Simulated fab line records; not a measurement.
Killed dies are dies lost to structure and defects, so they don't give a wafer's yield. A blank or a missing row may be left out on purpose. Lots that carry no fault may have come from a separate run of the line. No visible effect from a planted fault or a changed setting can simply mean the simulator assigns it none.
Chamber matching / flow nand_harc / rie_diel-08 running NHARC_A_BLC_STRIP_29: 4 sister chambers
The step strips in CF4. 16 wafers are shown with their chamber, then 8 later ones without.

== WAFERS PAIRED WITH THEIR CHAMBERS ==
wafer=L250.4; chamber=3; showerhead_plenum_p_Torr (Torr)=1.74; drypump_motor_current_A (A)=5.52; oes_product_au (a.u.)=0.999
wafer=L250.5; chamber=0; showerhead_plenum_p_Torr (Torr)=1.86; drypump_motor_current_A (A)=5.21; oes_product_au (a.u.)=0.999
wafer=L250.6; chamber=3; showerhead_plenum_p_Torr (Torr)=1.73; drypump_motor_current_A (A)=5.48; oes_product_au (a.u.)=0.998
wafer=L249.1; chamber=3; showerhead_plenum_p_Torr (Torr)=1.73; drypump_motor_current_A (A)=5.53; oes_product_au (a.u.)=0.997
wafer=L249.4; chamber=0; showerhead_plenum_p_Torr (Torr)=1.86; drypump_motor_current_A (A)=5.23; oes_product_au (a.u.)=1.002
wafer=L249.5; chamber=1; showerhead_plenum_p_Torr (Torr)=1.67; drypump_motor_current_A (A)=5.94; oes_product_au (a.u.)=0.998
wafer=L251.1; chamber=3; showerhead_plenum_p_Torr (Torr)=1.73; drypump_motor_current_A (A)=5.51; oes_product_au (a.u.)=1.001
wafer=L251.2; chamber=1; showerhead_plenum_p_Torr (Torr)=1.67; drypump_motor_current_A (A)=5.95; oes_product_au (a.u.)=0.985
wafer=L251.6; chamber=3; showerhead_plenum_p_Torr (Torr)=1.73; drypump_motor_current_A (A)=5.52; oes_product_au (a.u.)=1.002
wafer=L253.2; chamber=2; showerhead_plenum_p_Torr (Torr)=1.71; drypump_motor_current_A (A)=5.74; oes_product_au (a.u.)=1.005
wafer=L253.3; chamber=0; showerhead_plenum_p_Torr (Torr)=1.86; drypump_motor_current_A (A)=5.21; oes_product_au (a.u.)=1.007
wafer=L253.5; chamber=3; showerhead_plenum_p_Torr (Torr)=1.73; drypump_motor_current_A (A)=5.50; oes_product_au (a.u.)=1.004
wafer=L259.2; chamber=2; showerhead_plenum_p_Torr (Torr)=1.71; drypump_motor_current_A (A)=5.71; oes_product_au (a.u.)=1.005
wafer=L259.5; chamber=2; showerhead_plenum_p_Torr (Torr)=1.71; drypump_motor_current_A (A)=5.74; oes_product_au (a.u.)=1.005
wafer=L259.6; chamber=1; showerhead_plenum_p_Torr (Torr)=1.67; drypump_motor_current_A (A)=5.92; oes_product_au (a.u.)=1.001
wafer=L260.1; chamber=2; showerhead_plenum_p_Torr (Torr)=1.71; drypump_motor_current_A (A)=5.72; oes_product_au (a.u.)=1.004

SIGNATURES (means of the wafers above)
reading=showerhead_plenum_p_Torr; chamber 0=1.8600; chamber 1=1.6700; chamber 2=1.7100; chamber 3=1.7317; scatter within a chamber=0.00264
reading=drypump_motor_current_A; chamber 0=5.2167; chamber 1=5.9367; chamber 2=5.7275; chamber 3=5.5100; scatter within a chamber=0.0158
reading=oes_product_au; chamber 0=1.00267; chamber 1=0.99467; chamber 2=1.00475; chamber 3=1.00017; scatter within a chamber=0.00421
Rule: a wafer's distance from a chamber is the root of the sum, over the readings, of the square of ((its reading less the chamber's mean) divided by the reading's scatter). The wafer belongs to the nearest chamber; if the next one is less than 2 further off, it can't be placed. The scatter: the root of (the sum of the squares of (reading less its chamber's mean) over the shown wafers, divided by (wafers less chambers)).

== WAFERS WHOSE CHAMBER IS MISSING ==
wafer=L260.2; showerhead_plenum_p_Torr (Torr)=1.67; drypump_motor_current_A (A)=5.86; oes_product_au (a.u.)=0.998
wafer=L260.6; showerhead_plenum_p_Torr (Torr)=1.86; drypump_motor_current_A (A)=5.24; oes_product_au (a.u.)=0.996
wafer=L263.1; showerhead_plenum_p_Torr (Torr)=1.71; drypump_motor_current_A (A)=5.74; oes_product_au (a.u.)=0.996
wafer=L263.4; showerhead_plenum_p_Torr (Torr)=1.86; drypump_motor_current_A (A)=5.23; oes_product_au (a.u.)=0.996
wafer=L263.6; showerhead_plenum_p_Torr (Torr)=1.73; drypump_motor_current_A (A)=5.51; oes_product_au (a.u.)=1.006
wafer=L270.2; showerhead_plenum_p_Torr (Torr)=1.73; drypump_motor_current_A (A)=5.51; oes_product_au (a.u.)=1.000
wafer=L270.4; showerhead_plenum_p_Torr (Torr)=1.67; drypump_motor_current_A (A)=5.90; oes_product_au (a.u.)=0.994
wafer=L270.6; showerhead_plenum_p_Torr (Torr)=1.86; drypump_motor_current_A (A)=5.24; oes_product_au (a.u.)=0.994

== WHICH CHAMBER EACH WENT THROUGH ==
wafer=L260.2; from the rows above=1; in truth=1
wafer=L260.6; from the rows above=0; in truth=0
wafer=L263.1; from the rows above=2; in truth=2
wafer=L263.4; from the rows above=0; in truth=0
wafer=L263.6; from the rows above=3; in truth=3
wafer=L270.2; from the rows above=3; in truth=3
wafer=L270.4; from the rows above=1; in truth=1
wafer=L270.6; from the rows above=0; in truth=0
Correctly placed: 8 of 8. Left unplaced by these rows: 0. Placed wrongly: 0.
